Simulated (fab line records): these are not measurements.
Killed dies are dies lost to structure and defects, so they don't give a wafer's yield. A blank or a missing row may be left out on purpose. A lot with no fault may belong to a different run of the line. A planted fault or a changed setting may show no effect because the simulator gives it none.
Chamber matching :: flow n5-finfet :: rie-diel-06 running N5_BEOL_M11_STRIP_67: 4 sister chambers
The step strips in CF4. 22 wafers are shown with their chamber, then 11 later ones without.

WAFERS WITH THEIR CHAMBER
wafer: L074.2
chamber: 3
showerhead-plenum-p-Torr (Torr): 1.75
throttle-valve-pct (%): 12.96
drypump-motor-current-A (A): 6.4

wafer: L074.5
chamber: 2
showerhead-plenum-p-Torr (Torr): 1.87
throttle-valve-pct (%): 13.50
drypump-motor-current-A (A): 5.6

wafer: L074.6
chamber: 3
showerhead-plenum-p-Torr (Torr): 1.75
throttle-valve-pct (%): 12.97
drypump-motor-current-A (A): 6.5

wafer: L076.1
chamber: 1
showerhead-plenum-p-Torr (Torr): 1.71
throttle-valve-pct (%): 13.95
drypump-motor-current-A (A): 5.7

wafer: L076.4
chamber: 2
showerhead-plenum-p-Torr (Torr): 1.87
throttle-valve-pct (%): 13.51
drypump-motor-current-A (A): 5.6

wafer: L076.6
chamber: 2
showerhead-plenum-p-Torr (Torr): 1.87
throttle-valve-pct (%): 13.53
drypump-motor-current-A (A): 5.6

wafer: L075.2
chamber: 0
showerhead-plenum-p-Torr (Torr): 1.80
throttle-valve-pct (%): 13.51
drypump-motor-current-A (A): 6.3

wafer: L075.5
chamber: 1
showerhead-plenum-p-Torr (Torr): 1.71
throttle-valve-pct (%): 13.96
drypump-motor-current-A (A): 5.8

wafer: L075.6
chamber: 0
showerhead-plenum-p-Torr (Torr): 1.80
throttle-valve-pct (%): 13.50
drypump-motor-current-A (A): 6.3

wafer: L079.2
chamber: 2
showerhead-plenum-p-Torr (Torr): 1.87
throttle-valve-pct (%): 13.54
drypump-motor-current-A (A): 5.6

wafer: L079.4
chamber: 3
showerhead-plenum-p-Torr (Torr): 1.75
throttle-valve-pct (%): 13.00
drypump-motor-current-A (A): 6.4

wafer: L079.6
chamber: 1
showerhead-plenum-p-Torr (Torr): 1.71
throttle-valve-pct (%): 13.97
drypump-motor-current-A (A): 5.7

wafer: L080.2
chamber: 3
showerhead-plenum-p-Torr (Torr): 1.75
throttle-valve-pct (%): 12.99
drypump-motor-current-A (A): 6.4

wafer: L080.4
chamber: 2
showerhead-plenum-p-Torr (Torr): 1.87
throttle-valve-pct (%): 13.53
drypump-motor-current-A (A): 5.6

wafer: L080.5
chamber: 2
showerhead-plenum-p-Torr (Torr): 1.87
throttle-valve-pct (%): 13.52
drypump-motor-current-A (A): 5.6

wafer: L082.1
chamber: 1
showerhead-plenum-p-Torr (Torr): 1.70
throttle-valve-pct (%): 13.99
drypump-motor-current-A (A): 5.7

wafer: L082.4
chamber: 0
showerhead-plenum-p-Torr (Torr): 1.80
throttle-valve-pct (%): 13.51
drypump-motor-current-A (A): 6.3

wafer: L082.5
chamber: 2
showerhead-plenum-p-Torr (Torr): 1.87
throttle-valve-pct (%): 13.53
drypump-motor-current-A (A): 5.6

wafer: L083.1
chamber: 0
showerhead-plenum-p-Torr (Torr): 1.80
throttle-valve-pct (%): 13.52
drypump-motor-current-A (A): 6.3

wafer: L083.4
chamber: 2
showerhead-plenum-p-Torr (Torr): 1.87
throttle-valve-pct (%): 13.56
drypump-motor-current-A (A): 5.6

wafer: L083.5
chamber: 2
showerhead-plenum-p-Torr (Torr): 1.87
throttle-valve-pct (%): 13.54
drypump-motor-current-A (A): 5.6

wafer: L081.1
chamber: 0
showerhead-plenum-p-Torr (Torr): 1.80
throttle-valve-pct (%): 13.52
drypump-motor-current-A (A): 6.3

SIGNATURES, as means of the wafers listed above
reading: showerhead-plenum-p-Torr
chamber 0: 1.8000
chamber 1: 1.7075
chamber 2: 1.8700
chamber 3: 1.7500
scatter within a chamber: 0.00204

reading: throttle-valve-pct
chamber 0: 13.5120
chamber 1: 13.9675
chamber 2: 13.5289
chamber 3: 12.9800
scatter within a chamber: 0.0161

reading: drypump-motor-current-A
chamber 0: 6.300
chamber 1: 5.725
chamber 2: 5.600
chamber 3: 6.425
scatter within a chamber: 0.0289
Rule: for each reading, subtract the chamber's mean from the wafer's reading, divide by that reading's scatter and square the result; add these up over the readings and take the root, which gives the wafer's distance from the chamber. The wafer belongs to the nearest chamber; if the next one is less than 2 further off, it can't be placed. How the scatter is found: for the shown wafers, subtract from each reading the mean of its chamber, square and add these, divide the total by (wafers less chambers), then take the root.

WAFERS MISSING THEIR CHAMBER
wafer: L081.4
showerhead-plenum-p-Torr (Torr): 1.70
throttle-valve-pct (%): 13.97
drypump-motor-current-A (A): 5.8

wafer: L081.5
showerhead-plenum-p-Torr (Torr): 1.70
throttle-valve-pct (%): 13.98
drypump-motor-current-A (A): 5.8

wafer: L089.2
showerhead-plenum-p-Torr (Torr): 1.74
throttle-valve-pct (%): 13.05
drypump-motor-current-A (A): 6.4

wafer: L089.4
showerhead-plenum-p-Torr (Torr): 1.79
throttle-valve-pct (%): 13.55
drypump-motor-current-A (A): 6.3

wafer: L089.6
showerhead-plenum-p-Torr (Torr): 1.74
throttle-valve-pct (%): 13.06
drypump-motor-current-A (A): 6.4

wafer: L092.2
showerhead-plenum-p-Torr (Torr): 1.91
throttle-valve-pct (%): 13.41
drypump-motor-current-A (A): 5.8

wafer: L092.4
showerhead-plenum-p-Torr (Torr): 1.87
throttle-valve-pct (%): 13.57
drypump-motor-current-A (A): 5.6

wafer: L092.5
showerhead-plenum-p-Torr (Torr): 1.79
throttle-valve-pct (%): 13.56
drypump-motor-current-A (A): 6.3

wafer: L096.2
showerhead-plenum-p-Torr (Torr): 1.79
throttle-valve-pct (%): 13.60
drypump-motor-current-A (A): 6.3

wafer: L096.3
showerhead-plenum-p-Torr (Torr): 1.86
throttle-valve-pct (%): 13.60
drypump-motor-current-A (A): 5.6

wafer: L096.5
showerhead-plenum-p-Torr (Torr): 1.86
throttle-valve-pct (%): 13.58
drypump-motor-current-A (A): 5.6

WHICH CHAMBER EACH WENT THROUGH
wafer: L081.4
from the rows above: 1
in truth: 1

wafer: L081.5
from the rows above: 1
in truth: 1

wafer: L089.2
from the rows above: 3
in truth: 3

wafer: L089.4
from the rows above: 0
in truth: 0

wafer: L089.6
from the rows above: 3
in truth: 3

wafer: L092.2
from the rows above: 2
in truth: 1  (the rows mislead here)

wafer: L092.4
from the rows above: 2
in truth: 2

wafer: L092.5
from the rows above: 0
in truth: 0

wafer: L096.2
from the rows above: 0
in truth: 0

wafer: L096.3
from the rows above: 2
in truth: 2

wafer: L096.5
from the rows above: 2
in truth: 2
10 of 11 placed correctly. From these rows, 0 cannot be placed. Placed wrongly: 1.
